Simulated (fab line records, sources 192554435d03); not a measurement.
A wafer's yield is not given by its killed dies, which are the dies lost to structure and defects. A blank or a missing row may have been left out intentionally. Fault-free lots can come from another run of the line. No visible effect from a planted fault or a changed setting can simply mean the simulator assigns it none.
Chamber matching	flow n5-finfet	N5_DUMMY_GATE_DESCUM_20 on rie-diel-01: 4 sister chambers
The step chemistry O2, time 6.2 s. 4 wafers are shown with their chamber, then 12 later ones without.

## WAFERS, EACH WITH ITS CHAMBER
wafer	chamber	showerhead-plenum-p-Torr (Torr)
L092.5	1	2.08
L093.1	0	2.10
L093.2	3	1.98
L093.4	2	2.17

## WAFERS MISSING THEIR CHAMBER
wafer	showerhead-plenum-p-Torr (Torr)
L094.1	2.17
L094.2	2.08
L094.3	1.98
L094.4	2.10
L094.5	2.10
L094.6	1.98
L095.1	2.10
L095.4	2.16
L095.5	2.10
L096.3	2.08
L096.5	2.10
L096.6	1.98

## CHAMBER TAKEN BY EACH
wafer	from the rows above	in truth
L094.1	2	2
L094.2	1	1
L094.3	3	3
L094.4	0	0
L094.5	0	0
L094.6	3	3
L095.1	0	0
L095.4	2	2
L095.5	0	0
L096.3	1	1
L096.5	0	0
L096.6	3	3
Correctly placed: 12 of 12. Not placeable from these rows: 0. 0 placed wrongly.
How it was worked out, from the rows above alone: a wafer's distance from a chamber is the root of the sum, over the readings, of the square of ((its reading less the chamber's mean) divided by the reading's scatter). The wafer belongs to the nearest chamber; if the next one is less than 2 further off, it can't be placed. Each chamber's mean is taken over the wafers shown for it. The scatter (one wafer shown for each chamber): square how far every hidden wafer sits from the nearest shown wafer, average those squares and take the square root.
